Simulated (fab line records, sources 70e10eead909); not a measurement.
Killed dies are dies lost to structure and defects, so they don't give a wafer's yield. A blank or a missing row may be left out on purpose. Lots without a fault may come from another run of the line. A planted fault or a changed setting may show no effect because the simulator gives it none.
fab line records | flow nand_harc
record lots=14 wafers=42 last_day=32
route steps=1302 shown A_ONON_D1@438 THIN_TSV@1245 END@1302
lots that met no fault: from a run of the same line without faults
start_h: hours from the record's first day to the start of the lot's first wafer shown | wait_h: hours since the lot's step before | " the same as in the row above | L1.1+2: a row that stands for several wafers | - no value, or no start given | * or withheld: withheld | < > ~ a bound
route shown NAME@n: a module of which the file shows steps, and the number in the route of the first | usual: mean/standard deviation of fault-free wafers | same: alike in all rows | chamber/n: place in a boat | sites: the reading at each site | _std_site: their standard deviation | _edge_site: outer sites' mean less inner sites' | radius_mm: how far each site lies from the wafer's centre | mask NAME#n: copy n | behind: the tool/chamber that last shaped the wafer | hold: why the lot was held/for how many hours/how that ended | device: the transistor (n, p or np) that didn't switch | end of line: the same wafers' tests at the end of the route | a step without rows: its recipe alone | killed: dies lost to structure and defects at the first sort, not the wafer's yield | map: a wafer's dies, x killed, . not, _ none there
set.NAME: the setting as run; set.NAME@STEP: as run at that earlier step | model.NAME: the simulator's own value behind a step, which no gauge read
steps of the route over a sample of lots; a table a step, a row a wafer
services: from which hour (start_h, from the record's first day; less than 0 if before it) a tool's chamber was out of use, for how many hours, and why
## steps
# step NHARC_A_ONON_D1_DEP_19
# recipe target_thk_a=10000 n2_flow_sccm=2750 n2o_flow_sccm=2000 nh3_flow_sccm=500 sih4_flow_sccm=210 temp_c=400
# usual n2o_flow_sccm=1998/6.1
# columns lot.wafer tool chamber start_h wait_h n2o_flow_sccm
L785.2 pecvd_onon-04 0 177.97 0.1 1998
L785.3 " 0 " " 1995
L785.4 " 0 " " 2001
L786.2 pecvd_onon-03 0 177.98 0.1 1994
L786.5 " 0 " " 1999
L786.6 " 0 " " 1984
L787.2 pecvd_onon-04 0 188.91 0.1 1999
L787.3 " 0 " " 1997
L787.6 " 0 " " 2002
L788.2 pecvd_onon-04 0 206.79 0.1 2005
L788.3 " 0 " " 2005
L788.4 " 0 " " 1996
L789.3 pecvd_onon-01 0 206.86 0.2 1988
L789.4 " 0 " " 1994
L789.6 " 0 " " 1999
L791.2 pecvd_onon-01 0 241.06 0.1 2002
L791.3 " 0 " " 1995
L791.5 " 0 " " 1994
L797.1 pecvd_onon-04 0 290.50 0.1 2006
L797.4 " 0 " " 2007
L797.6 " 0 " " 2007
L798.1 pecvd_onon-04 0 298.35 0.1 1995
L798.4 " 0 " " 1995
L798.6 " 0 " " 1996
L801.3 pecvd_onon-03 0 335.61 0.2 1983
L801.4 " 0 " " 1991
L801.5 " 0 " " 1989
L802.3 pecvd_onon-01 0 357.18 0.2 2006
L802.4 " 0 " " 1998
L802.5 " 0 " " 2000
L805.1 pecvd_onon-01 0 372.69 0.1 1990
L805.3 " 0 " " 2001
L805.4 " 0 " " 1997
L806.2 pecvd_onon-03 0 382.46 0.1 1998
L806.3 " 0 " " 1992
L806.5 " 0 " " 1991
L807.3 pecvd_onon-01 0 382.54 0.2 2009
L807.5 " 0 " " 2007
L807.6 " 0 " " 2014
L808.1 pecvd_onon-04 0 399.75 0.1 1998
L808.3 " 0 " " 1994
L808.4 " 0 " " 1987
# step NHARC_THIN_TSV_CMP_01
# recipe target_thk_um=3
# usual motor_current_A=12.5/1.3 retaining_ring_pressure_frac=0.999/0.0048
# columns lot.wafer tool chamber start_h wait_h motor_current_A retaining_ring_pressure_frac
L786.2 cmp-02 2 552.42 0.9 13.5 1.003
L786.5 " 0 " " 13.5 1.003
L786.6 " 1 " " 11.0 0.997
L785.3 cmp-02 0 559.36 0.6 13.6 1.003
L785.2 " 1 " " 10.3 1.002
L785.4 " 3 " " 13.2 0.999
L787.3 cmp-01 3 567.63 0.6 12.3 1.007
L787.2 " 1 " " 14.9 1.005
L787.6 " 0 " " 9.8 0.999
L788.4 cmp-03 3 574.44 0.5 11.4 1.005
L788.2 " 0 " " 13.6 0.998
L788.3 " 1 " " 12.7 0.993
L789.4 cmp-02 2 580.52 0.4 13.7 0.993
L789.3 " 0 " " 13.2 1.000
L789.6 " 1 " " 10.8 0.999
L791.3 cmp-01 1 606.85 0.7 13.4 1.005
L791.2 " 3 " " 13.0 1.001
L791.5 " 0 " " 10.5 0.988
L798.4 cmp-03 0 662.26 0.4 13.6 1.010
L798.1 " 3 " " 12.0 0.996
L798.6 " 0 " " 13.7 1.000
L797.1 cmp-02 3 663.51 1.1 13.3 0.996
L797.4 " 1 " " 11.4 1.003
L797.6 " 2 " " 13.2 0.993
L801.3 cmp-02 3 710.97 0.6 12.9 0.996
L801.4 " 1 " " 11.4 1.000
L801.5 " 0 " " 13.6 0.992
L802.3 cmp-03 2 716.44 0.7 13.8 1.005
L802.4 " 3 " " 11.5 0.996
L802.5 " 1 " " 12.3 0.995
L806.3 cmp-01 3 745.25 0.7 12.7 1.002
L806.2 " 1 " " 14.3 1.007
L806.5 " 2 " " 10.9 1.007
L805.4 cmp-03 3 746.43 0.4 11.3 1.006
L805.1 " 0 " " 13.1 0.995
L805.3 " 1 " " 12.4 1.001
L807.3 cmp-03 1 747.69 0.7 12.5 0.997
L807.6 " 2 " " 13.9 1.009
L807.5 " 3 " " 12.2 1.001
L808.4 cmp-01 0 757.72 0.4 10.5 0.998
L808.3 " 2 " " 11.2 0.995
L808.1 " 3 " " 12.7 0.997
# step NHARC_THIN_TSV_CD_MEAS_12
# recipe target_cd_nm=1000 landing_energy_ev=500
# usual cd_nm=1000.4/2.9
# columns lot.wafer tool chamber start_h wait_h cd_nm
L786.2 cd_sem-02 0 553.66 - 999.5
L786.5 " 0 " " 1003.8
L786.6 " 0 " " 1000.7
L785.2 cd_sem-01 0 560.56 - 1005.8
L785.3 " 0 " " 1004.4
L785.4 " 0 " " 1001.5
L787.2 cd_sem-02 0 568.96 - 1002.8
L787.3 " 0 " " 1001.0
L787.6 " 0 " " 1005.7
L788.2 cd_sem-03 0 575.74 - 1002.8
L788.3 " 0 " " 999.1
L788.4 " 0 " " 999.9
L789.3 cd_sem-03 0 581.69 - 997.2
L789.4 " 0 " " 1003.5
L789.6 " 0 " " 999.5
L791.2 cd_sem-03 0 608.15 - 995.9
L791.3 " 0 " " 1001.4
L791.5 " 0 " " 1002.5
L798.1 cd_sem-02 0 663.58 - 1000.9
L798.4 " 0 " " 1003.7
L798.6 " 0 " " 1000.9
L797.1 cd_sem-02 0 664.71 - 1002.6
L797.4 " 0 " " 1003.3
L797.6 " 0 " " 997.4
L801.3 cd_sem-03 0 712.31 - 994.6
L801.4 " 0 " " 1002.8
L801.5 " 0 " " 998.3
L802.3 cd_sem-03 0 717.72 - 1001.6
L802.4 " 0 " " 998.7
L802.5 " 0 " " 998.1
L806.2 cd_sem-03 0 746.55 - 999.6
L806.3 " 0 " " 997.1
L806.5 " 0 " " 1002.7
L805.1 cd_sem-03 0 747.78 - 996.4
L805.3 " 0 " " 1001.0
L805.4 " 0 " " 998.7
L807.3 cd_sem-01 0 748.93 - 998.5
L807.5 " 0 " " 1004.4
L807.6 " 0 " " 1000.6
L808.1 cd_sem-02 0 758.91 - 999.5
L808.3 " 0 " " 995.3
L808.4 " 0 " " 1001.8
# step NHARC_THIN_TSV_PVD_19
# recipe target_thk_a=200 chamber_pressure_pa=5 material=TaN
# usual throttle_valve_pct=30.0/1
# columns lot.wafer tool chamber start_h wait_h throttle_valve_pct
L786.2 pvd_sputter-01 - - - 29.2
L786.6 " - " " 32.0
L786.5 " - " " 30.0
L785.4 pvd_sputter-02 - - - 29.6
L785.2 " - " " 29.6
L785.3 " - " " 30.3
L787.2 pvd_sputter-01 - - - 31.8
L787.3 " - " " 28.7
L787.6 " - " " 31.8
L788.4 pvd_sputter-02 - - - 29.9
L788.3 " - " " 30.5
L788.2 " - " " 29.8
L789.4 pvd_sputter-02 - - - 29.7
L789.3 " - " " 29.9
L789.6 " - " " 29.6
L791.2 pvd_sputter-01 - - - 30.8
L791.3 " - " " 28.1
L791.5 " - " " 30.8
L798.1 pvd_sputter-03 - - - 31.1
L798.4 " - " " 30.7
L798.6 " - " " 30.6
L797.1 pvd_sputter-01 - - - 28.4
L797.4 " - " " 29.1
L797.6 " - " " 29.6
L801.3 pvd_sputter-02 - - - 31.3
L801.4 " - " " 31.1
L801.5 " - " " 30.7
L802.4 pvd_sputter-03 - - - 29.7
L802.3 " - " " 29.8
L802.5 " - " " 29.6
L806.3 pvd_sputter-01 - - - 30.8
L806.2 " - " " 28.1
L806.5 " - " " 30.7
L805.3 pvd_sputter-03 - - - 29.7
L805.1 " - " " 31.2
L805.4 " - " " 29.4
L807.3 pvd_sputter-02 - - - 30.9
L807.6 " - " " 31.3
L807.5 " - " " 30.9
L808.1 pvd_sputter-02 - - - 30.9
L808.4 " - " " 30.7
L808.3 " - " " 29.5
# step NHARC_END_SORT_01
# recipe temp_c=25
# usual killed_at_array=54/12 killed_at_other=0.7/1.1 killed_at_periphery=3.9/2.8 killed_dies=59/13 killed_open=3.4/2 killed_short=2.5/1.7
# same gross_dies=677
# columns lot.wafer tool chamber start_h wait_h killed_at_array killed_at_other killed_at_periphery killed_dies killed_open killed_short
L798.1 prober-02 0 680.23 2.5 112 0 1 113 2 3
L798.4 prober-02 0 682.61 3.4 131 3 2 136 2 5
L798.6 prober-02 0 684.19 4.0 118 0 5 123 2 2
L797.1 prober-01 0 680.27 2.5 153 0 4 157 6 2
L797.4 prober-01 0 682.69 3.4 169 0 2 171 9 2
L797.6 prober-01 0 684.31 4.0 152 0 1 153 3 0
# killed by level:class
L798.1 A_ONON_D1:unspecified=77 A_CHANNEL_HOLE_D2:chamber_film_flake=19 A_CHANNEL_HOLE_D1:chamber_film_flake=5 A_WL_FILL:chamber_film_flake=4 A_CHANNEL_HOLE_D1:geometric_particle:short=1 A_CHANNEL_FILL_D2:geometric_particle:short=1 A_SGD_CUT:geometric_particle:open=1 A_WL_FILL:geometric_particle:short=1
L797.1 A_ONON_D1:unspecified=86 A_SLIT:chamber_film_flake=32 A_CHANNEL_HOLE_D1:chamber_film_flake=25 A_STAIRCASE:chamber_film_flake=5 A_ONON_D2:geometric_particle:open=2 P_M0:geometric_particle:short=1 P_M0:geometric_particle:open=1 P_M2:geometric_particle:short=1
L798.4 A_ONON_D1:unspecified=87 A_CHANNEL_HOLE_D2:chamber_film_flake=19 A_CHANNEL_HOLE_D1:chamber_film_flake=7 A_SLIT:chamber_film_flake=7 A_CHANNEL_FILL_D1:geometric_particle:short=2 P_CONTACT:chamber_film_flake=2 A_STAIRCASE:chamber_film_flake=2 THIN_TSV:chamber_film_flake=2
L797.4 A_ONON_D1:unspecified=91 A_SLIT:chamber_film_flake=35 A_CHANNEL_HOLE_D1:chamber_film_flake=28 A_STAIRCASE:chamber_film_flake=3 A_CHANNEL_FILL_D2:geometric_particle:open=2 A_SGD_CUT:geometric_particle:open=2 P_ZERO_WELL:chamber_film_flake=2 A_SOURCE_PLATE:geometric_particle:open=1
L798.6 A_ONON_D1:unspecified=89 A_CHANNEL_HOLE_D2:chamber_film_flake=13 A_CHANNEL_HOLE_D1:chamber_film_flake=6 A_SLIT:chamber_film_flake=4 P_CONTACT:chamber_film_flake=3 A_WL_FILL:chamber_film_flake=3 P_M1:geometric_particle:open=1 A_ONON_D1:geometric_particle:short=1
L797.6 A_ONON_D1:unspecified=88 A_SLIT:chamber_film_flake=30 A_CHANNEL_HOLE_D1:chamber_film_flake=23 A_STAIRCASE:chamber_film_flake=4 A_CONTACT:chamber_film_flake=3 A_CHANNEL_FILL_D1:geometric_particle:open=1 A_DECK1_JOINT:geometric_particle:open=1 A_CHANNEL_FILL_D2:geometric_particle:open=1
## services
# columns tool chamber start_h hours kind
cmp-03 - 162.79 4.0 pm
cmp-02 - 166.19 0.7 repair
pvd_sputter-02 - 198.33 7.1 repair
cmp-03 - 202.46 21.5 repair
pvd_sputter-01 - 226.07 10.0 pm
cmp-02 - 232.53 4.0 pm
cmp-03 - 260.79 4.0 pm
pecvd_onon-01 - 269.39 13.0 pm
pvd_sputter-01 - 280.42 4.2 repair
pvd_sputter-02 - 282.00 10.0 pm
cmp-03 - 289.87 1.7 repair
pvd_sputter-01 - 297.18 9.8 repair
cmp-03 - 309.50 0.2 repair
pecvd_onon-04 - 311.03 13.0 pm
pecvd_onon-01 - 311.31 9.6 repair
cmp-02 - 330.53 4.0 pm
cmp-02 - 358.43 0.3 repair
cmp-03 - 358.79 4.0 pm
pvd_sputter-01 - 404.07 10.0 pm
pvd_sputter-02 - 460.00 10.0 pm
pecvd_onon-04 - 492.03 13.0 pm
pvd_sputter-02 - 638.00 10.0 pm
pecvd_onon-04 - 673.03 13.0 pm
pvd_sputter-02 - 720.28 1.0 repair
## key
first_sign step=NHARC_END_SORT_01 reading=killed_at_array direction=up sigmas=6.9 usual=54 struck=139
effect step=NHARC_END_SORT_01 reading=killed_dies direction=up sigmas=6.6 usual=59 struck=142
more_kills_born_at NHARC_A_ONON_D1_DEP_19@pecvd_onon-04=518
met_at NHARC_A_ONON_D1_DEP_19
struck_lots L797,L798
tester_left_out L797,L798
not_acting_at NHARC_THIN_TSV_CMP_01,NHARC_THIN_TSV_CD_MEAS_12,NHARC_THIN_TSV_PVD_19
onset_between 206.79 290.50
fault kind=chamber_particle_source tool=pecvd_onon-04 chamber=- onset_h=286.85 steps=NHARC_A_ONON_D1_DEP_19 rate_per_visit_cm2=0.78146 end_h=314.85
# tester_left_out: of these lots the tester's yield and bins aren't shown, on N5 and GAA mostly nor the transistor test; their killed dies are dies lost to structure and defects alone, not to doping, threshold or leakage, so they don't give the yield
